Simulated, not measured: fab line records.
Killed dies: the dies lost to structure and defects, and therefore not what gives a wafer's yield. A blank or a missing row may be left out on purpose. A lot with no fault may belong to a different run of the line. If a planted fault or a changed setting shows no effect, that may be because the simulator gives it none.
Which of the tools did it? -- flow n5 finfet -- 24 lots, 72 wafers sampled, at 4 steps of a route of 1938

== WHAT THE GAUGES SHOWED, per wafer ==
N5_BEOL_M6_CD_MEAS_18: pitch 80 nm, target cd 40 nm. Usual: cd nm at 40.2 nm, with a standard deviation of 0.56.
lot,measured,on,cd nm (nm),flag
L074,day 8 12:10,cd sem-03,39.8 40.0 40.0,
L076,day 8 23:28,cd sem-01,40.5 40.5 40.6,
L075,day 9 00:07,cd sem-03,38.1 39.9 38.5,
L077,day 9 06:55,cd sem-02,39.7 40.4 39.9,
L078,day 9 09:50,cd sem-03,40.1 40.0 39.9,
L079,day 9 16:20,cd sem-01,39.9 40.8 40.1,
L080,day 9 20:05,cd sem-01,41.0 40.5 40.3,
L082,day 9 23:18,cd sem-02,39.6 40.5 39.8,
L081,day 10 03:32,cd sem-02,40.2 40.3 39.9,
L083,day 10 05:32,cd sem-02,41.2 40.6 41.0,
L084,day 10 11:52,cd sem-03,40.5 40.2 40.6,
L088,day 13 11:01,cd sem-01,39.0 40.0 40.4,
L095,day 13 14:48,cd sem-01,41.2 40.1 41.3,
L094,day 13 22:37,cd sem-03,38.8 39.6 39.1,
L085,day 13 23:04,cd sem-01,40.2 41.3 40.0,
L090,day 13 23:40,cd sem-03,40.3 39.5 40.4,
L089,day 14 07:43,cd sem-02,39.3 41.2 39.8,
L092,day 14 08:46,cd sem-01,40.2 40.2 40.4,
L091,day 14 18:02,cd sem-01,39.4 40.1 40.1,
L087,day 14 23:48,cd sem-02,40.1 39.7 39.8,
L093,day 15 03:04,cd sem-03,39.3 40.1 40.5,
L096,day 15 07:37,cd sem-02,40.1 40.5 40.5,
L086,day 15 13:06,cd sem-01,40.2 40.3 40.1,
L097,day 15 18:59,cd sem-01,40.4 40.2 39.6,

N5_BEOL_M6_CD_MEAS_35: target cd 40 nm, target cd y 28 nm. Usual: cd nm at 40.2 nm, with a standard deviation of 0.6.
lot,measured,on,cd nm (nm),flag
L074,day 8 13:39,cd sem-01,40.1 40.1 40.2,
L076,day 9 01:28,cd sem-01,40.4 40.5 40.9,
L075,day 9 01:39,cd sem-02,38.2 40.4 38.2,
L077,day 9 08:46,cd sem-02,39.6 40.6 39.6,
L078,day 9 10:51,cd sem-03,39.8 39.6 40.2,
L079,day 9 17:43,cd sem-01,39.9 40.4 40.2,
L080,day 9 21:06,cd sem-02,41.0 41.0 40.3,
L082,day 10 00:20,cd sem-03,40.9 40.6 39.9,
L081,day 10 04:32,cd sem-01,40.3 39.9 40.1,
L083,day 10 06:34,cd sem-01,40.9 40.5 40.7,
L084,day 10 13:15,cd sem-03,40.5 40.4 41.0,
L088,day 13 13:50,cd sem-01,39.4 39.7 40.0,
L095,day 13 16:07,cd sem-02,41.2 40.6 41.1,
L094,day 14 00:13,cd sem-03,38.4 39.8 39.5,
L085,day 14 00:22,cd sem-01,40.3 41.2 39.7,
L090,day 14 00:41,cd sem-03,40.4 39.2 40.2,
L089,day 14 08:43,cd sem-02,39.6 41.5 40.0,
L092,day 14 09:52,cd sem-01,40.4 40.3 40.2,
L091,day 14 23:28,cd sem-03,39.8 40.0 39.8,
L087,day 15 02:08,cd sem-01,40.3 39.8 40.1,
L093,day 15 06:26,cd sem-03,39.5 40.4 40.2,
L096,day 15 09:20,cd sem-03,39.6 40.9 40.8,
L086,day 15 16:35,cd sem-01,40.5 40.7 39.6,
L097,day 15 20:59,cd sem-02,40.0 40.5 39.8,

== WHICH TOOL RAN EACH LOT (tool, then ch and the chambers of the sampled wafers, then the start) ==
lot,N5_BEOL_M6_DESCUM_16,N5_BEOL_M6_STRIP_80
L074,"rie diel-02 ch 0,2, day 8 11:33","rie diel-03 ch 0,1,3, day 8 13:39 or earlier"
L076,"rie diel-02 ch 0,2, day 8 22:52","rie diel-02 ch 0,2, day 9 01:28 or earlier"
L075,"rie diel-03 ch 0,2,3, day 8 23:08","rie diel-03 ch 0,2,3, day 9 01:39 or earlier"
L077,"rie diel-02 ch 0,1,2, day 9 06:28","rie diel-04 ch 0,1,2, day 9 08:46 or earlier"
L078,"rie diel-02 ch 0,1, day 9 09:23","rie diel-02 ch 1,2, day 9 10:51 or earlier"
L079,"rie diel-02 ch 1,2,3, day 9 15:53","rie diel-04 ch 0,1,2, day 9 17:43 or earlier"
L080,"rie diel-02 ch 0,2,3, day 9 19:38","rie diel-04 ch 0,2,3, day 9 21:06 or earlier"
L082,"rie diel-04 ch 1,2,3, day 9 22:50","rie diel-02 ch 0,1,2, day 10 00:20 or earlier"
L081,"rie diel-03 ch 2,3, day 10 03:04","rie diel-03 ch 2,3, day 10 04:32 or earlier"
L083,"rie diel-03 ch 1,2,3, day 10 05:03","rie diel-04 ch 1,2,3, day 10 06:34 or earlier"
L084,"rie diel-04 ch 0,1,2, day 10 11:13","rie diel-02 ch 0,2,3, day 10 13:15 or earlier"
L088,"rie diel-02 ch 0,3, day 13 10:33","rie diel-03 ch 1,2,3, day 13 13:50 or earlier"
L095,"rie diel-02 ch 0,1,2, day 13 14:20","rie diel-02 ch 0,1,3, day 13 16:07 or earlier"
L094,"rie diel-02 ch 0,1, day 13 22:10","rie diel-04 ch 0,2,3, day 14 00:13 or earlier"
L085,"rie diel-02 ch 2,3, day 13 22:36","rie diel-02 ch 1,2,3, day 14 00:22 or earlier"
L090,"rie diel-04 ch 0,2,3, day 13 23:13","rie diel-04 ch 0,1, day 14 00:41 or earlier"
L089,"rie diel-02 ch 1,2,3, day 14 07:15","rie diel-03 ch 1,3, day 14 08:43 or earlier"
L092,"rie diel-02 ch 2,3, day 14 08:19","rie diel-02 ch 1,2,3, day 14 09:52 or earlier"
L091,"rie diel-03 ch 0,1,3, day 14 17:34","rie diel-04 ch 1,2,3, day 14 23:28 or earlier"
L087,"rie diel-02 ch 0,2,3, day 14 23:20","rie diel-03 ch 0,2,3, day 15 02:08 or earlier"
L093,"rie diel-03 ch 1,3, day 15 02:37","rie diel-02 ch 0,2,3, day 15 06:26 or earlier"
L096,"rie diel-02 ch 1,2,3, day 15 07:08","rie diel-02 ch 0,1,2, day 15 09:20 or earlier"
L086,"rie diel-02 ch 0,3, day 15 12:38","rie diel-04 ch 0,1,3, day 15 16:35 or earlier"
L097,"rie diel-04 ch 0,1,3, day 15 18:32","rie diel-04 ch 0,1,2, day 15 20:59 or earlier"
- N5_BEOL_M6_DESCUM_16: chemistry O2, time 7.9 s.
- N5_BEOL_M6_STRIP_80: strips in N2/H2, time 10 s.

== WHAT THE TOOLS THEMSELVES READ (means of the sampled wafers that have a number; where no wafer has one, the mark that the record gives instead) ==
N5_BEOL_M6_DESCUM_16. Usual: chamber pressure mTorr 19.998 mTorr, standard deviation 0.016; drypump motor current A 6.0 A, standard deviation 0.37; oes product au 0.79 a.u., standard deviation 0.071; rf vpp V 243.5 V, standard deviation 1.5; showerhead plenum p Torr 2.11 Torr, standard deviation 0.09; throttle valve pct 20.41 %, standard deviation 0.19.
lot,tool,chamber pressure mTorr (mTorr),drypump motor current A (A),oes product au (a.u.),rf vpp V (V),showerhead plenum p Torr (Torr),throttle valve pct (%),flag
L074,rie diel-02,20.009,6.3,0.75,242.6,2.06,20.49,
L076,rie diel-02,19.993,6.1,0.77,242.9,2.12,20.41,
L075,rie diel-03,19.997,5.4,0.74,243.8,2.08,20.38,
L077,rie diel-02,20.008,6.2,0.80,243.1,2.14,20.37,
L078,rie diel-02,19.998,6.3,0.83,244.0,2.16,20.33,
L079,rie diel-02,20.011,6.2,0.85,243.8,2.18,20.30,
L080,rie diel-02,19.993,6.3,0.79,243.0,2.10,20.45,
L082,rie diel-04,20.007,6.0,0.82,242.9,2.05,20.45,
L081,rie diel-03,20.000,5.2,0.73,242.8,2.12,20.32,
L083,rie diel-03,19.999,5.5,0.78,243.6,2.13,20.39,
L084,rie diel-04,19.993,6.3,0.82,242.7,2.05,20.50,
L088,rie diel-02,19.987,6.4,0.79,243.2,2.07,20.51,
L095,rie diel-02,20.007,6.2,0.76,244.3,2.13,20.43,
L094,rie diel-02,20.006,6.3,0.74,242.7,2.06,20.52,
L085,rie diel-02,19.993,6.2,0.80,244.0,2.13,20.42,
L090,rie diel-04,19.994,6.0,0.79,241.8,2.02,20.45,
L089,rie diel-02,20.010,6.2,0.80,244.1,2.17,20.36,
L092,rie diel-02,19.993,6.1,0.78,244.5,2.15,20.41,
L091,rie diel-03,19.991,5.7,0.84,244.4,2.18,20.41,
L087,rie diel-02,20.008,6.3,0.75,243.6,2.09,20.50,
L093,rie diel-03,20.006,5.7,0.78,243.6,2.13,20.53,
L096,rie diel-02,19.991,6.2,0.80,244.5,2.16,20.37,
L086,rie diel-02,20.008,6.4,0.73,243.5,2.02,20.60,
L097,rie diel-04,20.006,6.0,0.83,242.9,2.06,20.29,

N5_BEOL_M6_STRIP_80. Usual: chamber pressure mTorr 20.001 mTorr, standard deviation 0.019; drypump motor current A 6.0 A, standard deviation 0.4; oes product au 0.81 a.u., standard deviation 0.08; rf vpp V 59.3 V, standard deviation 0.85; showerhead plenum p Torr 2.55 Torr, standard deviation 0.11; throttle valve pct 23.60 %, standard deviation 0.29.
lot,tool,chamber pressure mTorr (mTorr),drypump motor current A (A),oes product au (a.u.),rf vpp V (V),showerhead plenum p Torr (Torr),throttle valve pct (%),flag
L074,rie diel-03,19.996,5.7,0.80,60.1,2.55,23.55,
L076,rie diel-02,19.985,6.2,0.75,58.9,2.50,23.78,
L075,rie diel-03,20.004,5.4,0.74,59.0,2.53,23.72,
L077,rie diel-04,19.999,6.3,0.85,59.0,2.49,23.51,
L078,rie diel-02,19.999,6.1,0.82,59.3,2.67,23.47,
L079,rie diel-04,20.019,6.3,0.84,58.8,2.49,23.52,
L080,rie diel-04,19.994,6.0,0.83,59.1,2.45,23.40,
L082,rie diel-02,19.988,6.2,0.79,59.4,2.59,23.66,
L081,rie diel-03,20.008,5.3,0.78,60.1,2.64,23.63,
L083,rie diel-04,19.999,6.0,0.81,59.1,2.48,23.50,
L084,rie diel-02,20.005,6.3,0.79,59.3,2.55,23.80,
L088,rie diel-03,19.993,5.4,0.76,58.9,2.58,23.70,
L095,rie diel-02,20.000,6.3,0.79,58.9,2.56,23.87,
L094,rie diel-04,19.980,6.0,0.80,59.0,2.44,23.43,
L085,rie diel-02,20.003,6.2,0.80,60.1,2.64,23.70,
L090,rie diel-04,20.009,6.3,0.86,59.5,2.53,23.41,
L089,rie diel-03,19.992,5.6,0.79,59.6,2.63,23.52,
L092,rie diel-02,20.011,6.2,0.80,58.1,2.64,23.70,
L091,rie diel-04,20.000,6.0,0.78,59.5,2.47,23.54,
L087,rie diel-03,20.008,5.4,0.90,59.0,2.62,23.60,
L093,rie diel-02,20.021,6.2,0.75,58.5,2.54,23.84,
L096,rie diel-02,19.982,6.2,0.75,60.1,2.58,23.71,
L086,rie diel-04,20.021,6.0,0.84,59.5,2.49,23.30,
L097,rie diel-04,19.987,6.3,0.89,59.2,2.58,23.51,

== THE ANSWER, worked out from the rows above alone ==
Rule: a lot is off if the mean of its wafers that have a number lies more than 3 standard deviations from the usual mean. Also off: a lot with no number at a reading for which 4 or more lots have one. The other lots that the step has rows for count as sound. Order of review: gauges by route order, followed by the tools' own readings, for which a lot's mean as printed above is used. At the first step where some lot is off, the reading lying furthest off is the one used; lots without a number count as furthest.
No lot is off on any of the readings shown, so nothing can be concluded from this.

== WHAT THE SIMULATOR HAD PUT IN ==
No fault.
